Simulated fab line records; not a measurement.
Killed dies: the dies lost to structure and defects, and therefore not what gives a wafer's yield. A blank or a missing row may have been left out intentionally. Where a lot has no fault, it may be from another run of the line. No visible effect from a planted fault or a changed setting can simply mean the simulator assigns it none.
A struck lot beside a sound one :: flow nandHarc :: 22 out of 1159 route steps
Sound: wafers L154.1, L154.2, L154.5. Wafers L168.2, L168.3, L168.5 were the ones struck. Last of all comes the cause.
At each step with rows: each side's tool, then ch and its chambers, then its first start. Under that, the readings that differ: sound wafers :: struck wafers :: difference of the means :: sigmas: that difference in standard deviations of wafers without a fault.
alike: a reading whose means differ by less than 2 such deviations, as well as words and numbers matching on both sides. not compared: withheld readings; readings where some wafer has no value; bounds like >300 that might hide an equal value; numbers whose values overlap and for which the record gives no deviation.
Wherever a step has rows on one side only, a row that says differs or no value, or a row with sigmas, the two part there. When numbers do not overlap yet have no deviation, they are printed without sigmas and do not part them. A reading that every wafer of one side lacks parts them only if that side has two wafers or more.

NHARC_P_CONTACT_CMP_24: polishes, t overpolish 30 s, target thk 200 nm.
  sound on cmp-01 ch 1,2,3, day 6 11:17; struck on cmp-03 ch 0,1,2, day 10 04:16
  alike: motorCurrentA, overpolishRunS, retainingRingPressureFrac, timeToEndpointS
then, 1 step without rows for these wafers: NHARC_P_CONTACT_SRD_26.
NHARC_P_CONTACT_INSPECT_27:
  sound on defectInspect-02 at day 6 11:38; struck on defectInspect-01 at day 10 04:38
  alike: rawDefectCount
then, 8 steps without rows for these wafers: NHARC_P_M0_DEP_00 (deposits SiOC, target thk 150 nm); NHARC_P_M0_DEHYDRATE_01 (time 120 s); NHARC_P_M0_HMDS_02 (time 30 s); NHARC_P_M0_COAT_33 (time 65 s); NHARC_P_M0_COAT_03 (resist thk 90 nm); NHARC_P_M0_SOFTBAKE_04 (time 55 s); NHARC_P_M0_EBR_05; NHARC_P_M0_EXPOSE_06 (exposes mask P M0, target cd 90 nm).
NHARC_P_M0_PEB_07: peb time 65 s.
  sound on lithoTrack-04 ch 0, day 6 12:29; struck on lithoTrack-04 ch 0, day 10 05:28
reading: heaterPowerTotalW (W)
sound: 157.1 156.1 155.9
struck: 155.0 154.3 155.2
difference: -1.5
sigmas: -4

reading: plateTempC (C)
sound: 99.99 100.04 99.97
struck: 99.02 99.18 99.14
difference: -0.89
sigmas: -7

reading: resistLineTempC (C)
sound: 22.75 22.94 22.82
struck: 23.07 23.07 22.99
difference: +0.21
sigmas: +2
  alike: exhaustPa
then, 1 step without rows for these wafers: NHARC_P_M0_DEVELOP_08 (develop time 35 s).
NHARC_P_M0_CD_MEAS_09: the cd target is 90 nm.
  sound on cdSem-03 ch 0, day 6 12:34; struck on cdSem-03 ch 0, day 10 05:32
reading: cdNm (nm)
sound: 90.8 89.9 88.7
struck: 86.6 86.8 86.9
difference: -3.0
sigmas: -5
NHARC_P_M0_OVL_MEAS_10: pitch 180 nm.
  sound on overlay-01 at day 6 12:39; struck on overlay-01 at day 10 05:38
reading: overlayYNm (nm)
sound: -1.6 -2.4 -2.0
struck: 1.2 0.9 0.9
difference: +3.0
sigmas: +3
  alike: overlayXNm
NHARC_P_M0_INSPECT_11:
  sound on defectInspect-02 at day 6 12:41; struck on defectInspect-01 at day 10 05:40
  alike: rawDefectCount
NHARC_P_M0_DESCUM_14: chemistry O2, time 3 s.
  sound on rieDiel-04 ch 0,2, day 6 12:45; struck on rieDiel-06 ch 0,1,3, day 10 05:45
reading: rfVppV (V)
sound: 58.7 59.3 58.0
struck: 56.9 56.8 56.9
difference: -1.8
sigmas: -2

reading: model.P_M0.cdNm (nm)
sound: 90.59 90.28 89.03
struck: 86.3 86.7 86.66
difference: -3.4
sigmas: 
  alike: drypumpMotorCurrentA, oesProductAu, showerheadPlenumPTorr, throttleValvePct
  not compared: rfHoursCounterH
NHARC_P_M0_ETCH_34: etches the open film in N2/H2, target depth 40 nm, overetch 12 nm, time 43.94 s.
  sound on rieDiel-04 ch 2,3, day 6 12:50; struck on rieDiel-06 ch 0,3, day 10 05:50
reading: oesProductAu (a.u.)
sound: 0.999 0.988 0.977
struck: 1.020 0.996 1.015
difference: +0.022
sigmas: +2

reading: throttleValvePct (%)
sound: 14.188 14.171 14.191
struck: 14.159 14.168 14.168
difference: -0.018
sigmas: -2
  alike: drypumpMotorCurrentA, rfVppV, showerheadPlenumPTorr
  not compared: rfHoursCounterH
NHARC_P_M0_ETCH_15: etches the open film in C4F8/Ar, target depth 150 nm, overetch 15 nm, time 82.5 s.
  sound: rieDiel-04 ch 0,3; struck: rieDiel-06 ch 1,2,3
reading: model.P_M0.cdNm (nm)
sound: 89.9 89.85 88.39
struck: 86.52 87.08 86.75
difference: -2.60
sigmas: 
  alike: oesProductAu, rfVppV
  not compared: rfHoursCounterH
NHARC_P_M0_CD_MEAS_16:
  sound on cdSem-01 at day 6 13:02; struck on cdSem-01 at day 10 06:03
reading: cdNm (nm)
sound: 89.9 90.2 88.5
struck: 86.2 87.5 86.9
difference: -2.7
sigmas: -4
NHARC_P_M0_STRIP_18: strips in N2/H2.
  sound on rieDiel-11 ch 1,2,3, day 6 13:10; struck on rieDiel-06 ch 0,1,3, day 10 06:10
  alike: drypumpMotorCurrentA, oesProductAu, rfVppV, showerheadPlenumPTorr, throttleValvePct
  not compared: rfHoursCounterH
-- record jumps: 14 days between struck wafers' starts before vs after; left off in module P_M0, resumes in module END, first step shown is number 1159 of the route --
NHARC_END_SORT_01:
  the record has rows for the struck wafers here (prober-02 ch 0, day 24 00:12) and none for the sound ones

## WHERE THEY PART
First at NHARC_P_M0_PEB_07; last, within this record, at NHARC_END_SORT_01.

WHY: the cause the simulator had injected
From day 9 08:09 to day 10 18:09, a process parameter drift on lithoTrack-04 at NHARC_P_M0_PEB_07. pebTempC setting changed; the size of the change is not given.
